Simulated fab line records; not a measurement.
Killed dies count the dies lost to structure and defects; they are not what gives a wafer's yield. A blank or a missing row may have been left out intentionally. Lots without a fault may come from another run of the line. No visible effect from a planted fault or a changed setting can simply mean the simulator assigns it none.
Split-lot trial ; flow n5Finfet ; 39 wafers read from 7 lots, route of 1938 steps

## ON THE SPLIT
At N5_BEOL_M5_HM_DEP_02 (deposits TiN, target thk 20 nm), the setting targetThkA was moved away from the recipe's 200 angstrom on 15 of the 39 wafers read, by -40.8% to +46.3%. The other wafers ran this setting at the recipe's value.

## FROM THE SPLIT TO THE READING: what the file shows between them, 4 steps
- N5_BEOL_M5_COAT_59: time 60 s, resist thk 60 nm
- N5_BEOL_M5_COAT_60: time 60 s, resist thk 12 nm
- N5_BEOL_M5_STRIP_73: strips in N2/H2
- N5_BEOL_M5_STRIP_64: strips in CF4

## THE READING
etch.depthNm (the simulator's own value, which no gauge read), in nm, at N5_BEOL_M5_HM_OPEN_17 (chemistry Cl2/BCl3, target TiN, target depth 20 nm, overetch 6 nm). The file does not state a usual value for it. Average 19.81 nm, standard deviation 0.24 nm, over the 24 wafers here run with the recipe.

wafer;tool, chamber at the split;targetThkA as run, angstrom;against the recipe;etch.depthNm, nm;against lot-mates on the recipe
L076.1;pvdSputter-03, -;238.5;+19.2%;23.74;+4.09
L076.2;pvdSputter-03, -;238.5;+19.2%;23.55;+3.90
L076.3;pvdSputter-03, -;200;recipe;19.53;-
L076.4;pvdSputter-03, -;200;recipe;19.79;-
L076.5;pvdSputter-03, -;238.5;+19.2%;23.67;+4.02
L076.6;pvdSputter-03, -;200;recipe;19.63;-
L077.1;pvdSputter-01, -;200;recipe;19.41;-
L077.2;pvdSputter-01, -;118.3;-40.8%;11.37;-8.20
L077.3;pvdSputter-01, -;200;recipe;19.62;-
L077.4;pvdSputter-01, -;118.3;-40.8%;11.81;-7.76
L077.5;pvdSputter-01, -;118.3;-40.8%;11.65;-7.92
L077.6;pvdSputter-01, -;200;recipe;19.67;-
L080.3;pvdSputter-01, -;200;recipe;19.73;-
L080.5;pvdSputter-01, -;200;recipe;19.67;-
L080.6;pvdSputter-01, -;200;recipe;20.03;-
L078.1;pvdSputter-01, -;200;recipe;19.88;-
L078.2;pvdSputter-01, -;292.6;+46.3%;25.82;+5.78
L078.3;pvdSputter-01, -;292.6;+46.3%;26.47;+6.43
L078.4;pvdSputter-01, -;200;recipe;20.07;-
L078.5;pvdSputter-01, -;200;recipe;20.16;-
L078.6;pvdSputter-01, -;292.6;+46.3%;26.38;+6.34
L083.1;pvdSputter-03, -;200;recipe;19.7;-
L083.2;pvdSputter-03, -;279.3;+39.7%;26.28;+6.64
L083.3;pvdSputter-03, -;279.3;+39.7%;26.22;+6.58
L083.4;pvdSputter-03, -;279.3;+39.7%;26.88;+7.24
L083.5;pvdSputter-03, -;200;recipe;19.41;-
L083.6;pvdSputter-03, -;200;recipe;19.82;-
L093.1;pvdSputter-01, -;200;recipe;19.61;-
L093.2;pvdSputter-01, -;200;recipe;20.3;-
L093.3;pvdSputter-01, -;200;recipe;19.91;-
L093.4;pvdSputter-01, -;200;recipe;19.86;-
L093.5;pvdSputter-01, -;200;recipe;19.95;-
L093.6;pvdSputter-01, -;200;recipe;20.32;-
L095.1;pvdSputter-02, -;200;recipe;19.63;-
L095.2;pvdSputter-02, -;200;recipe;20.03;-
L095.3;pvdSputter-02, -;242.1;+21.0%;23.92;+4.10
L095.4;pvdSputter-02, -;242.1;+21.0%;23.97;+4.15
L095.5;pvdSputter-02, -;200;recipe;19.79;-
L095.6;pvdSputter-02, -;242.1;+21.0%;24;+4.18

THE FIT
A straight line over all 39 wafers: etch.depthNm changes by +0.172 nm for each +1% of targetThkA; r = +0.99; the points scatter about the line by 0.62 nm.
The same after taking each lot's own level away (the mean of its wafers on the recipe; 39 wafers): +0.17 nm for each +1%; r = +0.98; scatter 0.64 nm.
On that fit, the largest move of targetThkA shifts the reading by 7.9 nm.
The span of the lots' own levels, 19.567 to 20.037 nm, comes to 1.9 times the standard deviation stated above.
The two slopes agree, so the slope changes little with the lot-to-lot level.
Check: with one of the wafers moved furthest among these (+46.3%) left out of the fit, the line predicts +8.05 nm for it against its lot-mates. Against them it came out at +5.78 nm.

## THE OTHER SPLITS THESE WAFERS WENT THROUGH
These wafers also went through other splits before the reading. Each is held against what the fit with the lots' levels taken away leaves over:
other split on the same wafers;wafers away from the commonest value;r with etch.depthNm (lot level and that fit taken away)
N5_GATE_CUT_HM_DEP_46 targetThkA;12;-0.10
N5_MOL_CONTACT_COAG_ETCHBACK_135 timeS;15;+0.21
N5_BEOL_M2_ETCHBACK_99 timeS;15;+0.04

## THE WHOLE CHAIN: every reading that the file lists as answering this split, in the file's order
step;what it does;reading;change (the file's fit);r (the file's)
N5_BEOL_M5_HM_DEP_02;deposits TiN, target thk 20 nm;TiN_of_BEOL_M5_HM_DEP_02.thkNm (the simulator's own value, which no gauge read);+0.196 nm for each +1% of the setting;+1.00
N5_BEOL_M5_HM_OPEN_17;chemistry Cl2/BCl3, target TiN, target depth 20 nm, overetch 6 nm;etch.depthNm (the simulator's own value, which no gauge read);+0.169 nm for each +1% of the setting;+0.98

## THE FILE'S OWN FIT
etch.depthNm changes by +0.169 nm for each +1% of targetThkA, r = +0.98.
